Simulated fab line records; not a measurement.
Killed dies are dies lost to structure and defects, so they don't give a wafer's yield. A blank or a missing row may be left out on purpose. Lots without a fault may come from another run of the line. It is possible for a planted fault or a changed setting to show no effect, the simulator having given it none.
A lot that was struck, set against a sound lot :: flow n5Finfet :: 36 steps out of a route of 1938
Sound: these wafers, L453.2, L453.3, L453.5. The struck wafers were L450.1, L450.3, L450.5. The cause comes at the end.
Order at every step that has rows: each side's tool, ch and its chambers, its first start. Under that, the readings that differ: sound wafers :: struck wafers :: difference of the means :: sigmas: that difference in standard deviations of wafers without a fault.
alike: same words and numbers on both sides, and readings whose means sit less than 2 such deviations apart. not compared: any withheld reading, any reading some wafer has no value for, any bound like >300 that may hide the same value, and any number with overlapping values for which the record gives no deviation.
The two part at a step that has a row with sigmas, a row that says differs or no value, or rows on one side only. Numbers that have no deviation but don't overlap get no sigmas and don't part them. A reading that every wafer of one side lacks parts them only if that side has two wafers or more.

first, 11 steps without rows for these wafers: N5_BEOL_M0_CUTY_STRIP_64 (strips in N2/H2); N5_BEOL_M0_ETCH_138 (etches SiCN in CH3F/O2, target depth 12 nm, time 31.6 s); N5_BEOL_M0_HM_OPEN_105 (chemistry Cl2/BCl3, target TiN, target depth 12 nm); N5_BEOL_M0_STRIP_140 (strips in CF4); N5_BEOL_M0_STRIP_104 (strips in N2/H2); N5_BEOL_M0_WET_ETCH_106 (etches SiO2 in DHF, target depth 130 nm, rinse time 30 s); N5_BEOL_M0_ETCH_128 (etches SiCN in CF4/N2, target depth 12 nm, overetch 5.1 nm, time 21.4 s); N5_BEOL_M0_TRENCH_ETCH_107 (etches SiOC in C4F6/O2, target depth 32.8 nm, time 16.4 s); N5_BEOL_M0_STRIP_142 (strips in N2/H2, time 10 s); N5_BEOL_M0_HM_STRIP_129 (strips TiN in peroxide tin strip, target depth 17 nm, time 108 s); N5_BEOL_M0_SRD_130 (time 30 s).
N5_BEOL_M0_ETCH_109: etches SiCN in CH3F/O2, target depth 8 nm, overetch 2.4 nm, time 27.4 s.
  sound on rieDiel-02 ch 0,3, day 10 05:12; struck on rieDiel-05 ch 0,2,3, day 9 08:29
  no value came back on the struck wafers for any of 7 readings (CH3F_flow_sccm (sccm), O2_flow_sccm (sccm) and others); on the sound wafers CH3F_flow_sccm (sccm) reads 29.94 30.09 30.02
reading: model.SiOC_of_BEOL_M0_SAQP_ILD_DEP_01.thkNm (nm)
sound: 41.6 41.6 42
struck: 45.2 45 45.2
difference: +3.4
sigmas: 
  not compared: rfHoursCounterH
then, 16 steps without rows for these wafers: N5_BEOL_M0_STRIP_139 (strips in post etch residue remover, time 60 s); N5_BEOL_M0_SRD_111 (time 30 s); N5_BEOL_M0_DEGAS_112 (time 60 s); N5_BEOL_M0_PRE_CLEAN_113 (time 30 s); N5_BEOL_M0_ALD_136 (deposits TaN, pulse time 2 s, purge time 3 s, co reactant purge time 2 s); N5_BEOL_M0_SURFACE_TREAT_137; N5_BEOL_M0_CVD_115 (deposits Co from CCTBA/H2, time 120 s); N5_BEOL_M0_SPUTTER_116 (material Cu, target thk 4 nm, time 7.37 s); N5_BEOL_M0_ANNEAL_117 (time 60 s); N5_BEOL_M0_SPUTTER_132 (material Cu, target thk 4 nm, time 7.37 s); N5_BEOL_M0_ANNEAL_133 (time 60 s); N5_BEOL_M0_SPUTTER_134 (material Cu, target thk 4 nm, time 7.37 s); N5_BEOL_M0_ANNEAL_135 (time 60 s); N5_BEOL_M0_SPUTTER_141 (material Cu, target thk 4 nm, time 7.37 s); N5_BEOL_M0_ECD_118 (material Cu, target thk 300 nm); N5_BEOL_M0_ANNEAL_119 (time 90 s).
N5_BEOL_M0_CMP_120: polishes, stops on SiOC, t overpolish 6.9 s.
  sound on cmp-02 ch 0,1, day 10 07:28; struck on cmp-04 ch 2,3, day 9 12:26
reading: model.SiOC_of_BEOL_M0_SAQP_ILD_DEP_01.thkNm (nm)
sound: 38.6 38.6 39
struck: 42 41.8 42
difference: +3
sigmas: 
  alike: motorCurrentA, platenRpm
then, 4 steps without rows for these wafers: N5_BEOL_M0_PRE_CLEAN_131 (time 15 s); N5_BEOL_M0_CO_CAP_123 (material Co, precursor CCTBA/H2, target thk 2 nm, time 102.1 s); N5_BEOL_M0_PRE_CLEAN_124 (time 15 s); N5_BEOL_M0_DEP_125 (deposits SiCN from 3MS/NH3, target thk 8 nm, time 14 s).
N5_BEOL_M0_RS_MEAS_126: the measuring method here is four-point-probe.
  sound: filmMetro-02 at day 10 08:02; struck: filmMetro-01 at day 9 12:59
reading: M0_RS (ohm/sq)
sound: 0.556 0.563 0.553
struck: 0.600 0.626 0.611
difference: +0.055
sigmas: +3
N5_BEOL_M4_RC_MEAS_101:
  the record has rows for the sound wafers here (prober-02 ch 0, day 12 08:04) and none for the struck ones
-- record jumps: 7 days separate the struck wafers' starts on either side; left off in module BEOL_M4, taken up again in module PASSIVATION, whose first shown step is the route's number 1936 --
N5_PASSIVATION_PROBE_49:
  rows exist in the record for the struck wafers here (prober-02, day 16 15:07), but not for the sound ones

WHERE THEY PART
First at N5_BEOL_M0_ETCH_109; last, within this record, at N5_PASSIVATION_PROBE_49.

WHY: the cause the simulator had injected
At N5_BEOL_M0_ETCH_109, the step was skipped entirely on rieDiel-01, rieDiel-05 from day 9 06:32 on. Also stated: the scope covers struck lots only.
